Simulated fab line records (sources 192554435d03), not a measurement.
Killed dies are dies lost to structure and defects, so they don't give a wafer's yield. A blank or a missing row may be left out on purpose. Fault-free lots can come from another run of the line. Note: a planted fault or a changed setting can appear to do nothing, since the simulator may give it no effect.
Lot-split experiment :: flow n5 finfet :: 7 lots, 21 wafers read, on a route of 1938 steps

== SPLIT DETAILS ==
At N5_HKMG_FIN_PEB_10 (peb time 60 s), the setting peb time s was moved away from the recipe's 60 s on 7 of the 21 wafers read, by -16.1% to +12.8%. This setting was run at the recipe's value on the other wafers.

== FROM SPLIT TO READING: 1 step shown by the file between the two ==
- N5_HKMG_FIN_DEVELOP_11: develop time 30 s

== THE READING ==
cd nm (nm) at N5_HKMG_FIN_CD_MEAS_12, where the cd target is 92.8 nm. On this fab line, fault-free wafers typically give 92.8 nm with a standard deviation of 0.87 nm.

wafer: L077.1
tool, chamber at the split: litho track-03, 0
peb time s as run, s: 60
against the recipe: recipe
cd nm, nm: 93.8
against lot-mates on the recipe: -

wafer: L077.2
tool, chamber at the split: litho track-03, 0
peb time s as run, s: 63.93
against the recipe: +6.5%
cd nm, nm: 94.7
against lot-mates on the recipe: +0.9

wafer: L077.5
tool, chamber at the split: litho track-03, 0
peb time s as run, s: 63.93
against the recipe: +6.5%
cd nm, nm: 94.7
against lot-mates on the recipe: +0.9

wafer: L078.1
tool, chamber at the split: litho track-05, 0
peb time s as run, s: 60
against the recipe: recipe
cd nm, nm: 93.7
against lot-mates on the recipe: -

wafer: L078.2
tool, chamber at the split: litho track-05, 0
peb time s as run, s: 60
against the recipe: recipe
cd nm, nm: 93.8
against lot-mates on the recipe: -

wafer: L078.4
tool, chamber at the split: litho track-05, 0
peb time s as run, s: 60
against the recipe: recipe
cd nm, nm: 94.0
against lot-mates on the recipe: -

wafer: L079.2
tool, chamber at the split: litho track-05, 0
peb time s as run, s: 60
against the recipe: recipe
cd nm, nm: 92.4
against lot-mates on the recipe: -

wafer: L079.5
tool, chamber at the split: litho track-05, 0
peb time s as run, s: 50.32
against the recipe: -16.1%
cd nm, nm: 87.6
against lot-mates on the recipe: -4.8

wafer: L079.6
tool, chamber at the split: litho track-05, 0
peb time s as run, s: 50.32
against the recipe: -16.1%
cd nm, nm: 85.5
against lot-mates on the recipe: -6.9

wafer: L080.3
tool, chamber at the split: litho track-03, 0
peb time s as run, s: 51.27
against the recipe: -14.5%
cd nm, nm: 86.4
against lot-mates on the recipe: -5.0

wafer: L080.4
tool, chamber at the split: litho track-03, 0
peb time s as run, s: 60
against the recipe: recipe
cd nm, nm: 90.1
against lot-mates on the recipe: -

wafer: L080.6
tool, chamber at the split: litho track-03, 0
peb time s as run, s: 60
against the recipe: recipe
cd nm, nm: 92.7
against lot-mates on the recipe: -

wafer: L085.2
tool, chamber at the split: litho track-03, 0
peb time s as run, s: 56.22
against the recipe: -6.3%
cd nm, nm: 91.7
against lot-mates on the recipe: -1.7

wafer: L085.5
tool, chamber at the split: litho track-03, 0
peb time s as run, s: 60
against the recipe: recipe
cd nm, nm: 93.8
against lot-mates on the recipe: -

wafer: L085.6
tool, chamber at the split: litho track-03, 0
peb time s as run, s: 60
against the recipe: recipe
cd nm, nm: 93.0
against lot-mates on the recipe: -

wafer: L092.3
tool, chamber at the split: litho track-03, 0
peb time s as run, s: 60
against the recipe: recipe
cd nm, nm: 92.6
against lot-mates on the recipe: -

wafer: L092.4
tool, chamber at the split: litho track-03, 0
peb time s as run, s: 67.67
against the recipe: +12.8%
cd nm, nm: 96.7
against lot-mates on the recipe: +4.3

wafer: L092.6
tool, chamber at the split: litho track-03, 0
peb time s as run, s: 60
against the recipe: recipe
cd nm, nm: 92.2
against lot-mates on the recipe: -

wafer: L094.2
tool, chamber at the split: litho track-05, 0
peb time s as run, s: 60
against the recipe: recipe
cd nm, nm: 92.8
against lot-mates on the recipe: -

wafer: L094.3
tool, chamber at the split: litho track-05, 0
peb time s as run, s: 60
against the recipe: recipe
cd nm, nm: 92.6
against lot-mates on the recipe: -

wafer: L094.6
tool, chamber at the split: litho track-05, 0
peb time s as run, s: 60
against the recipe: recipe
cd nm, nm: 91.9
against lot-mates on the recipe: -

THE FIT
A straight line over all 21 wafers: cd nm changes by +0.366 nm for each +1% of peb time s; r = +0.93; the points scatter about the line by 1 nm.
The same after taking each lot's own level away (the mean of its wafers on the recipe; 21 wafers): +0.328 nm for each +1%; r = +0.96; scatter 0.72 nm.
That fit puts the effect of the largest move of peb time s on the reading at 5.3 nm.
The lots' own levels span 91.40 to 93.83 nm, that is 2.8 times the standard deviation above.
Hence the slope depends on the lot-to-lot level, as the two fits are not the same.
Check: for one of the wafers moved furthest among these (-16.1%), held out of the fit, the line's prediction against its lot-mates is -5.69 nm. Against them it came out at -4.8 nm.

== OTHER SPLITS ON THESE WAFERS ==
Note: prior to the reading, these wafers also went through further splits. Each is held against what the fit with the lots' levels taken away leaves over:
other split on the same wafers: N5_WELL_APT_COAT_02 spin rpm
wafers away from the commonest value: 7
r with cd nm (lot level and that fit taken away): -0.14

other split on the same wafers: N5_FIN_SAQP_ETCH_65 time s
wafers away from the commonest value: 7
r with cd nm (lot level and that fit taken away): -0.24

other split on the same wafers: N5_FIN_CUT_COAT_19 spin rpm
wafers away from the commonest value: 6
r with cd nm (lot level and that fit taken away): +0.00

other split on the same wafers: N5_FIN_CUT_EXPOSE_05 dose mj
wafers away from the commonest value: 6
r with cd nm (lot level and that fit taken away): -0.02

other split on the same wafers: N5_HKMG_FIN_COAT_30 spin rpm
wafers away from the commonest value: 3
r with cd nm (lot level and that fit taken away): -0.19

== THE FILE'S OWN FIT ==
cd nm changes by +0.331 nm for each +1% of peb time s, r = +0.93.
